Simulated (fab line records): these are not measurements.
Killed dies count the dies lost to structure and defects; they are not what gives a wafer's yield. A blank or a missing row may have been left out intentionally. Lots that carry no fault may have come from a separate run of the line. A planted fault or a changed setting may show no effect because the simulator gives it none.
Which tool was responsible?	flow nand harc	24 lots, 72 wafers sampled, at 6 steps of a route of 1302

## WHAT EACH GAUGE READ, for each wafer
NHARC_P_ZERO_WELL_INSPECT_43. Usual: 13 for raw defect count, sd 6.9.
lot	measured	on	raw defect count	flag
L074	day 2 03:29	defect inspect-01	12 11 11	
L075	day 2 15:28	defect inspect-01	5 18 16	
L076	day 2 23:52	defect inspect-01	16 9 11	
L077	day 3 09:28	defect inspect-02	9 25 10	
L078	day 3 19:26	defect inspect-02	18 3 12	
L079	day 4 05:28	defect inspect-02	16 12 9	
L080	day 4 15:37	defect inspect-02	11 19 25	
L081	day 5 01:41	defect inspect-01	6 11 11	
L082	day 5 11:41	defect inspect-01	23 21 15	
L083	day 5 21:25	defect inspect-01	11 14 35	
L084	day 6 07:34	defect inspect-01	12 12 4	
L085	day 6 20:51	defect inspect-02	26 12 11	
L086	day 7 03:39	defect inspect-02	20 22 14	
L087	day 7 14:06	defect inspect-01	13 5 9	
L088	day 7 23:36	defect inspect-02	18 16 11	
L089	day 8 09:36	defect inspect-01	19 34 14	
L090	day 8 19:19	defect inspect-02	10 10 9	
L091	day 9 06:34	defect inspect-01	21 24 16	
L092	day 9 15:25	defect inspect-01	5 7 10	
L093	day 10 05:38	defect inspect-02	15 15 15	
L094	day 10 11:17	defect inspect-01	7 19 9	
L095	day 10 21:43	defect inspect-02	4 7 3	
L096	day 11 07:27	defect inspect-01	5 6 7	
L097	day 11 17:42	defect inspect-02	18 14 14	

NHARC_P_CONTACT_CD_MEAS_12: target cd 90 nm. Usual: 90.3 nm for cd nm, sd 0.73.
lot	measured	on	cd nm (nm)	flag
L074	day 5 17:08	cd sem-02	89.9 89.8 90.5	
L075	day 6 11:25	cd sem-01	90.4 91.5 90.9	
L076	day 6 10:34	cd sem-03	88.6 89.4 88.9	
L077	day 6 23:35	cd sem-02	90.8 89.5 91.6	
L078	day 7 12:20	cd sem-02	91.0 89.5 90.3	
L079	day 7 17:19	cd sem-01	91.1 91.5 90.7	
L080	day 8 04:04	cd sem-02	90.0 90.2 90.2	
L081	day 8 22:34	cd sem-01	89.6 90.5 89.0	
L082	day 9 15:16	cd sem-01	90.3 90.9 89.5	
L083	day 9 14:18	cd sem-02	90.1 89.8 91.3	
L084	day 10 02:22	cd sem-02	90.0 89.4 91.0	
L085	day 10 15:27	cd sem-01	90.4 91.0 89.5	
L086	day 10 20:52	cd sem-02	90.9 89.6 91.6	
L087	day 11 03:14	cd sem-01	90.8 89.9 91.3	
L088	day 11 20:58	cd sem-03	91.0 90.8 90.9	
L089	day 11 20:05	cd sem-02	90.8 90.4 89.7	
L090	day 12 14:18	cd sem-01	91.8 91.3 91.1	
L091	day 13 04:45	cd sem-03	89.0 90.6 88.9	
L092	day 13 09:32	cd sem-02	91.2 89.9 90.5	
L093	day 13 22:52	cd sem-02	91.1 91.0 91.1	
L094	day 14 03:59	cd sem-03	90.1 90.6 89.1	
L095	day 14 15:49	cd sem-01	89.9 91.0 89.7	
L096	day 15 00:12	cd sem-02	90.1 90.4 90.3	
L097	day 15 16:36	cd sem-03	89.8 89.4 90.4	

## WHAT TOOL EACH LOT RAN ON (gives the tool, then ch and the chambers of the sampled wafers, and finally the start)
lot	NHARC_P_ZERO_WELL_DESCUM_13	NHARC_P_GATE_STRIP_75	NHARC_P_GATE_DEGAS_109	NHARC_P_CONTACT_DEP_30
L074	rie diel-07 ch 0,1,3, day 1 21:25	plasma asher-01 ch 0,1, day 5 09:53	pvd sputter-01, day 5 14:31	pecvd-02 ch 0,1, day 5 15:46
L075	rie diel-06 ch 1,2,3, day 2 09:04	plasma asher-02 ch 0,1, day 6 04:11	pvd sputter-01, day 6 08:52	pecvd-01 ch 0,1, day 6 09:55
L076	rie diel-06 ch 0,2,3, day 2 17:24	plasma asher-01 ch 0,1, day 6 03:20	pvd sputter-03, day 6 08:01	pecvd-04 ch 0,1,2, day 6 09:02
L077	rie diel-06 ch 0,1,2, day 3 03:24	plasma asher-01 ch 0,1, day 6 16:10	pvd sputter-02, day 6 21:01	pecvd-02 ch 0,1, day 6 22:05
L078	rie diel-07 ch 0,2,3, day 3 13:25	plasma asher-01 ch 0,1, day 7 05:07	pvd sputter-01, day 7 09:46	pecvd-01 ch 0,2, day 7 10:47
L079	rie diel-06 ch 0,2,3, day 3 23:17	plasma asher-01 ch 0,1, day 7 09:54	pvd sputter-01, day 7 14:39	pecvd-04 ch 0,2, day 7 15:46
L080	rie diel-07 ch 0,1,3, day 4 09:17	plasma asher-02 ch 1, day 7 20:41	pvd sputter-03, day 8 01:29	pecvd-04 ch 0,1,2, day 8 02:32
L081	rie diel-06 ch 0,2,3, day 4 19:27	plasma asher-01 ch 0,1, day 8 15:16	pvd sputter-02, day 8 20:00	pecvd-01 ch 0,1,2, day 8 21:07
L082	rie diel-07 ch 1,2, day 5 05:25	plasma asher-01 ch 0,1, day 9 07:59	pvd sputter-02, day 9 12:43	pecvd-04 ch 0,1,2, day 9 13:50
L083	rie diel-01 ch 1,3, day 5 15:24	plasma asher-02 ch 1, day 9 07:13	pvd sputter-01, day 9 11:52	pecvd-01 ch 0,1,2, day 9 12:52
L084	rie diel-06 ch 1,3, day 6 01:24	plasma asher-02 ch 0,1, day 9 19:04	pvd sputter-02, day 9 23:48	pecvd-01 ch 0,1,2, day 10 00:49
L085	rie diel-01 ch 0,2,3, day 6 14:23	plasma asher-01 ch 0,1, day 10 08:14	pvd sputter-03, day 10 12:53	pecvd-04 ch 0,2, day 10 13:56
L086	rie diel-07 ch 1,2, day 6 21:23	plasma asher-01 ch 0,1, day 10 13:41	pvd sputter-02, day 10 18:19	pecvd-01 ch 0,1,2, day 10 19:20
L087	rie diel-07 ch 1,2, day 7 07:25	plasma asher-02 ch 0,1, day 10 19:56	pvd sputter-02, day 11 00:40	pecvd-01 ch 0,1,2, day 11 01:48
L088	rie diel-06 ch 0,1, day 7 17:17	plasma asher-01 ch 0, day 11 13:06	pvd sputter-01, day 11 18:24	pecvd-04 ch 0,2, day 11 19:27
L089	rie diel-07 ch 1,2,3, day 8 03:24	plasma asher-01 ch 0,1, day 11 12:43	pvd sputter-02, day 11 17:31	pecvd-01 ch 1,2, day 11 18:34
L090	rie diel-06 ch 0,1,3, day 8 13:18	plasma asher-01 ch 0,1, day 12 07:02	pvd sputter-01, day 12 11:47	pecvd-01 ch 0,2, day 12 12:53
L091	rie diel-06 ch 0,2,3, day 8 23:34	plasma asher-01 ch 0,1, day 12 21:32	pvd sputter-01, day 13 02:10	pecvd-02 ch 0,2, day 13 03:11
L092	rie diel-06 ch 0,1,3, day 9 09:25	plasma asher-01 ch 0,1, day 13 02:05	pvd sputter-01, day 13 06:43	pecvd-01 ch 1,2, day 13 07:44
L093	rie diel-06 ch 0,1,3, day 9 19:55	plasma asher-01 ch 0, day 13 15:22	pvd sputter-01, day 13 20:14	pecvd-04 ch 0,2, day 13 21:21
L094	rie diel-07 ch 1,2,3, day 10 05:24	plasma asher-02 ch 0,1, day 13 20:31	pvd sputter-03, day 14 01:17	pecvd-02 ch 0,2, day 14 02:29
L095	rie diel-06 ch 0,1,2, day 10 15:26	plasma asher-01 ch 0,1, day 14 08:36	pvd sputter-02, day 14 13:22	pecvd-02 ch 0,1, day 14 14:29
L096	rie diel-01 ch 0,1, day 11 01:17	plasma asher-02 ch 0,1, day 14 17:10	pvd sputter-03, day 14 21:46	pecvd-04 ch 0,1, day 14 22:51
L097	rie diel-07 ch 0,1,3, day 11 11:25	plasma asher-02 ch 1, day 15 09:04	pvd sputter-02, day 15 14:10	pecvd-02 ch 0,2, day 15 15:11
- NHARC_P_ZERO_WELL_DESCUM_13: chemistry O2, time 3 s.
- NHARC_P_GATE_STRIP_75: strips in O2.
- NHARC_P_GATE_DEGAS_109: time 60 s.
- NHARC_P_CONTACT_DEP_30: deposits SiNx, target thk 30 nm.

## WHAT THE TOOLS THEMSELVES READ (means of the sampled wafers that have a number; where no wafer has one, the mark that the record gives instead)
NHARC_P_ZERO_WELL_DESCUM_13. Usual: drypump motor current A 5.6 A, standard deviation 0.36; oes product au 1.000 a.u., standard deviation 0.011; rf vpp V 57.9 V, standard deviation 1; showerhead plenum p Torr 1.92 Torr, standard deviation 0.11; throttle valve pct 11.311 %, standard deviation 0.01.
lot	tool	drypump motor current A (A)	oes product au (a.u.)	rf vpp V (V)	showerhead plenum p Torr (Torr)	throttle valve pct (%)	flag
L074	rie diel-07	5.4	1.002	57.9	1.85	11.321	
L075	rie diel-06	5.6	0.994	58.7	1.88	11.307	
L076	rie diel-06	5.8	1.013	56.6	1.87	11.305	
L077	rie diel-06	5.7	1.003	58.0	1.96	11.314	
L078	rie diel-07	5.5	1.004	58.3	1.89	11.304	
L079	rie diel-06	5.8	0.998	58.2	1.86	11.313	
L080	rie diel-07	5.4	1.009	57.6	1.85	11.309	
L081	rie diel-06	5.8	1.004	58.2	1.86	11.324	
L082	rie diel-07	5.4	0.993	57.5	1.86	11.313	
L083	rie diel-01	6.0	0.995	58.4	1.89	11.327	
L084	rie diel-06	5.8	1.008	58.5	1.96	11.304	
L085	rie diel-01	5.8	0.999	56.9	1.89	11.309	
L086	rie diel-07	5.4	1.001	58.5	2.01	11.304	
L087	rie diel-07	5.4	1.001	57.8	2.01	11.307	
L088	rie diel-06	6.1	0.996	58.1	2.02	11.310	
L089	rie diel-07	5.5	0.985	57.3	1.95	11.306	
L090	rie diel-06	5.9	0.988	58.3	2.04	11.308	
L091	rie diel-06	5.8	1.004	58.7	1.95	11.308	
L092	rie diel-06	5.9	0.998	58.7	2.04	11.316	
L093	rie diel-06	6.0	0.998	58.0	2.04	11.324	
L094	rie diel-07	5.5	0.995	57.9	1.95	11.318	
L095	rie diel-06	5.8	0.999	59.1	1.94	11.305	
L096	rie diel-01	5.5	0.988	57.9	1.93	11.314	
L097	rie diel-07	5.4	1.004	57.5	1.93	11.303	

NHARC_P_GATE_STRIP_75. Usual: drypump motor current A 5.1 A, standard deviation 0.34; heater power w 328 W, standard deviation 15; temp c 249.97 C, standard deviation 0.17.
lot	tool	drypump motor current A (A)	heater power w (W)	temp c (C)	flag
L074	plasma asher-01	5.0	315	249.76	
L075	plasma asher-02	5.2	347	250.15	
L076	plasma asher-01	5.1	312	249.90	
L077	plasma asher-01	5.0	307	249.99	
L078	plasma asher-01	5.0	310	249.87	
L079	plasma asher-01	5.0	313	249.79	
L080	plasma asher-02	4.9	354	249.92	
L081	plasma asher-01	5.0	324	250.07	
L082	plasma asher-01	5.0	323	249.89	
L083	plasma asher-02	4.9	352	249.77	
L084	plasma asher-02	5.6	338	250.04	
L085	plasma asher-01	5.0	328	249.84	
L086	plasma asher-01	5.0	326	250.07	
L087	plasma asher-02	5.2	344	249.97	
L088	plasma asher-01	5.0	317	249.87	
L089	plasma asher-01	5.0	327	250.07	
L090	plasma asher-01	5.0	330	250.12	
L091	plasma asher-01	4.9	326	249.79	
L092	plasma asher-01	5.0	317	250.25	
L093	plasma asher-01	5.0	322	249.89	
L094	plasma asher-02	5.2	339	250.01	
L095	plasma asher-01	5.0	324	250.01	
L096	plasma asher-02	5.2	338	249.91	
L097	plasma asher-02	4.9	330	249.99	

NHARC_P_GATE_DEGAS_109. Usual: 457 W for heater power w, sd 31.
lot	tool	heater power w (W)	flag
L074	pvd sputter-01	446	
L075	pvd sputter-01	450	
L076	pvd sputter-03	478	
L077	pvd sputter-02	446	
L078	pvd sputter-01	444	
L079	pvd sputter-01	445	
L080	pvd sputter-03	491	
L081	pvd sputter-02	442	
L082	pvd sputter-02	434	
L083	pvd sputter-01	452	
L084	pvd sputter-02	453	
L085	pvd sputter-03	492	
L086	pvd sputter-02	437	
L087	pvd sputter-02	465	
L088	pvd sputter-01	457	
L089	pvd sputter-02	433	
L090	pvd sputter-01	453	
L091	pvd sputter-01	440	
L092	pvd sputter-01	449	
L093	pvd sputter-01	476	
L094	pvd sputter-03	485	
L095	pvd sputter-02	445	
L096	pvd sputter-03	471	
L097	pvd sputter-02	422	

NHARC_P_CONTACT_DEP_30. Usual: heater power outer w 399 W, standard deviation 53; heater power w 683 W, standard deviation 81.
lot	tool	heater power outer w (W)	heater power w (W)	flag
L074	pecvd-02	329	584	
L075	pecvd-01	360	665	
L076	pecvd-04	423	709	
L077	pecvd-02	406	677	
L078	pecvd-01	366	657	
L079	pecvd-04	463	749	
L080	pecvd-04	424	700	
L081	pecvd-01	408	715	
L082	pecvd-04	390	638	
L083	pecvd-01	390	683	
L084	pecvd-01	368	657	
L085	pecvd-04	392	644	
L086	pecvd-01	404	696	
L087	pecvd-01	389	683	
L088	pecvd-04	387	636	
L089	pecvd-01	398	692	
L090	pecvd-01	364	657	
L091	pecvd-02	433	754	
L092	pecvd-01	352	620	
L093	pecvd-04	458	722	
L094	pecvd-02	395	695	
L095	pecvd-02	391	657	
L096	pecvd-04	435	712	
L097	pecvd-02	449	771	

## THE ANSWER, worked out from the rows above alone
Rule: a lot counts as off when the mean over its wafers that have a number is more than 3 standard deviations away from the usual mean. Also off: a lot with no number at a reading for which 4 or more lots have one. Where the step has rows for the other lots, those lots are counted as sound. After the gauges, taken in route order, come the tools' own readings; for these a lot's mean is taken, as printed above. At the first step where some lot is off, the reading lying furthest off is the one used; lots without a number count as furthest.
Across all readings shown, no lot is off: no conclusion can be drawn from this.

## WHAT WAS PUT IN BY THE SIMULATOR
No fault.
